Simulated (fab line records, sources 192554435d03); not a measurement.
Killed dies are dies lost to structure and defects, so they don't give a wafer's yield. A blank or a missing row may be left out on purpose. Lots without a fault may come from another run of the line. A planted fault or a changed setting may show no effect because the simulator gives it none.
A struck lot beside a sound one | flow n5_finfet | 23 steps out of a route of 1938
Sound: wafers L861.3, L861.4, L861.6. Struck: wafer L849.1. (L849.4, L849.5 of the same lot were not struck and are left out.) The cause comes at the end.
At each step with rows: each side's tool, then ch and its chambers, then its first start. Under that, the readings that differ: sound wafers | struck wafers | difference of the means | sigmas: that difference in standard deviations of wafers without a fault.
alike: readings whose means differ by less than 2 such deviations, and words and numbers that are the same on both sides. not compared: withheld readings, readings that some wafer has no value for, bounds like >300 that may hide the same value, and numbers for which the record gives no deviation and whose values overlap.
The two part at a step that has a row with sigmas, a row that says differs or no value, or rows on one side only. Numbers that don't overlap but have no deviation are shown without sigmas and don't part them. A reading that every wafer of one side lacks parts them only if that side has two wafers or more.

first, 11 steps without rows for these wafers: N5_BEOL_M6_ETCH_62 (etches SOC in N2/H2, target depth 110 nm, overetch 22 nm, time 165 s); N5_BEOL_M6_STRIP_68 (strips in N2/H2); N5_BEOL_M6_STRIP_67 (strips in CF4); N5_BEOL_M6_HM_OPEN_17 (chemistry Cl2/BCl3, target TiN, target depth 20 nm, overetch 6 nm); N5_BEOL_M6_STRIP_19 (strips in O2); N5_BEOL_M6_COAT_63 (time 60 s, resist thk 60 nm); N5_BEOL_M6_COAT_64 (time 60 s, resist thk 12 nm); N5_BEOL_M6_COAT_71 (time 60 s, resist thk 5 nm); N5_BEOL_M6_COAT_22 (resist thk 30 nm); N5_BEOL_M6_EBR_24; N5_BEOL_M6_SOFTBAKE_23 (time 60 s).
N5_BEOL_M6_EXPOSE_25: exposes mask V5, target cd 40 nm.
  sound on euv_scanner-02 ch 0, day 15 03:27; struck on euv_scanner-01 ch 0, day 12 17:44
  alike: mask
then, 2 steps without rows for these wafers: N5_BEOL_M6_PEB_26 (peb time 60 s); N5_BEOL_M6_DEVELOP_27 (develop time 30 s).
N5_BEOL_M6_DESCUM_33: chemistry O2, time 7 s.
  sound on rie_diel-02 ch 0,2, day 15 03:48; struck on rie_diel-02 ch 3, day 12 18:00
  reading                  | sound          | struck | difference | sigmas
  model.BEOL_M6.cd_nm (nm) | 39.8 39.8 39.8 | 40.4   | +0.6       |
  alike: drypump_motor_current_A, oes_product_au, rf_vpp_V, showerhead_plenum_p_Torr, throttle_valve_pct
  not compared: rf_hours_counter_h
then, 5 steps without rows for these wafers: N5_BEOL_M6_ETCH_72 (etches underlayer in N2/H2, target depth 6.5 nm, time 5.2 s); N5_BEOL_M6_ETCH_65 (etches SiARC in CF4, target depth 15.6 nm, time 26 s); N5_BEOL_M6_ETCH_66 (etches SOC in N2/H2, target depth 80 nm, overetch 16 nm, time 120 s); N5_BEOL_M6_STRIP_69 (strips in N2/H2); N5_BEOL_M6_STRIP_73 (strips in N2/H2).
N5_BEOL_M6_VIA_ETCH_34: etches SiCOH lowk in C4F6/O2, target depth 126.3 nm, time 50.9 s.
  sound on rie_diel-02 ch 0,2, day 15 03:59; struck on rie_diel-02 ch 3, day 12 18:11
  reading                  | sound        | struck | difference | sigmas
  model.BEOL_M6.cd_nm (nm) | 40 39.8 39.8 | 40.4   | +0.5       |
  alike: drypump_motor_current_A, oes_product_au, rf_vpp_V, showerhead_plenum_p_Torr, throttle_valve_pct
  not compared: rf_hours_counter_h
then, 1 step without rows for these wafers: N5_BEOL_M6_STRIP_76 (strips in C4F6/O2).
-- the record jumps here: 4 days lie between the struck wafers' starts before and after (it left off in module BEOL_M6 and takes up again in module PASSIVATION, whose first step shown is number 1936 of the route) --
N5_PASSIVATION_PROBE_49:
  sound on prober-02, day 19 00:10; struck on prober-02, day 16 11:14
  reading                 | sound       | struck | difference | sigmas
  killed_at_front_end     | 54 39 33    | 21     | -21        | -2
  sort_bin_5_function (%) | 6.1 5.0 5.2 | 3.3    | -2.1       | -2
  alike: defect_limited_yield, killed_at_M0_to_M3, killed_at_M4_up, killed_at_contacts, killed_at_other, killed_dies, killed_open, killed_short, sort_bin_6_memory, sort_n_pass, sort_yield_pct

WHERE THEY PART
Only at N5_PASSIVATION_PROBE_49, within this record.

WHY: what the simulator had put in
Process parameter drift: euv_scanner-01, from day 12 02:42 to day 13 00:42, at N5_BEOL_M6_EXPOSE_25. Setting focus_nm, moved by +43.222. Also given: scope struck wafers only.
